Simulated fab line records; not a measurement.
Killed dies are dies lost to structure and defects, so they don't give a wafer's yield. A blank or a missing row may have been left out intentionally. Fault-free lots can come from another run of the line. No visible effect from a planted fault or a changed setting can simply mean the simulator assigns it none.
Matching of chambers    flow n5-finfet    rie-diel-06 running N5_BEOL_M5_ETCH_75: 4 sister chambers
The step etches underlayer in N2/H2, target depth 6.5 nm, time 5.2 s. 7 wafers are shown with their chamber, then 8 later ones without.

## EACH WAFER AND ITS CHAMBER
wafer   chamber  showerhead-plenum-p-Torr (Torr)  drypump-motor-current-A (A)
L083.4  0        2.60                             5.83
L087.3  1        2.61                             5.95
L087.6  2        2.63                             5.76
L089.1  1        2.60                             5.96
L089.3  3        2.45                             6.14
L089.4  2        2.63                             5.78
L090.1  3        2.45                             6.17

## WAFERS MISSING THEIR CHAMBER
wafer   showerhead-plenum-p-Torr (Torr)  drypump-motor-current-A (A)
L090.2  2.60                             5.97
L090.6  2.45                             6.16
L092.2  2.63                             5.77
L092.3  2.60                             5.85
L092.6  2.63                             5.78
L097.4  2.44                             6.14
L097.5  2.44                             6.15
L097.6  2.62                             5.76

## WHICH CHAMBER EACH ONE RAN IN
wafer   from the rows above  in truth
L090.2  1                    1
L090.6  3                    3
L092.2  2                    2
L092.3  0                    0
L092.6  2                    2
L097.4  3                    3
L097.5  3                    3
L097.6  2                    2
8 of 8 placed correctly. Left unplaced by these rows: 0. 0 placed wrongly.
How it was worked out, from the rows above alone: a wafer's distance from a chamber is the root of the sum, over the readings, of the square of ((its reading less the chamber's mean) divided by the reading's scatter). The wafer belongs to the nearest chamber; if the next one is less than 2 further off, it can't be placed. For every chamber, the mean is computed from those of its wafers that are shown. The scatter is the square root of a quotient: the sum, over the shown wafers, of each reading's squared deviation from its chamber's mean, divided by wafers minus chambers.
